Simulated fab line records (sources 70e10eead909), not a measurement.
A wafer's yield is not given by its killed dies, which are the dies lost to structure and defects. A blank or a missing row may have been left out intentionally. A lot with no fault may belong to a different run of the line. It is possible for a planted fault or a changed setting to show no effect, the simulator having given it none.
Which of the tools did it? + flow nand harc + at 1 step of a route of 1302, 12 lots with 36 wafers sampled

== WHAT THE GAUGES SHOWED, per wafer ==
NHARC_A_CHANNEL_HOLE_D2_CD_MEAS_10: the cd target is 100 nm.
| lot  | measured     | on        | cd nm (nm)        |
|------|--------------|-----------|-------------------|
| L075 | day 13 08:39 | cd sem-03 | 100.5 101.1 100.1 |
| L078 | day 14 19:08 | cd sem-01 | 100.7 98.6 101.2  |
| L079 | day 15 13:39 | cd sem-03 | 101.8 100.0 101.1 |
| L081 | day 16 02:08 | cd sem-02 | 99.2 101.1 100.2  |
| L082 | day 16 19:49 | cd sem-03 | 101.0 100.3 100.3 |
| L085 | day 17 23:43 | cd sem-02 | 100.5 100.7 99.6  |
| L087 | day 18 09:53 | cd sem-03 | 98.9 99.8 99.7    |
| L089 | day 19 06:06 | cd sem-03 | 99.8 99.4 100.7   |
| L090 | day 20 06:18 | cd sem-01 | 99.4 100.5 100.5  |
| L092 | day 20 21:17 | cd sem-01 | 100.6 100.5 100.8 |
| L094 | day 22 04:19 | cd sem-01 | 99.7 100.2 98.5   |
| L096 | day 22 12:25 | cd sem-01 | 100.3 99.3 100.6  |

== WHICH TOOL RAN EACH LOT (tool, then ch and the chambers of the sampled wafers, then the start) ==
Record: no process step prior to these readings.

== THE ANSWER, worked out from the rows above alone ==
Rule: usual is defined by the lots themselves. Put in order of their means at a reading, lots are off if they are a third of the lots or fewer, leave a main group of 4 or more, and stand apart from it by a gap of 3 or more times the standard deviation of the main group's means; of several such gaps the widest counts. A main group whose means are all the same, to the digits that the tables above print for the reading, isn't used. A lot without any number at a reading at which 4 lots or more have one is off too. Any other lot the step has rows for is counted as sound.
No lot is off at any reading shown: from this, nothing can be told.

== WHAT HAD BEEN PUT IN BY THE SIMULATOR ==
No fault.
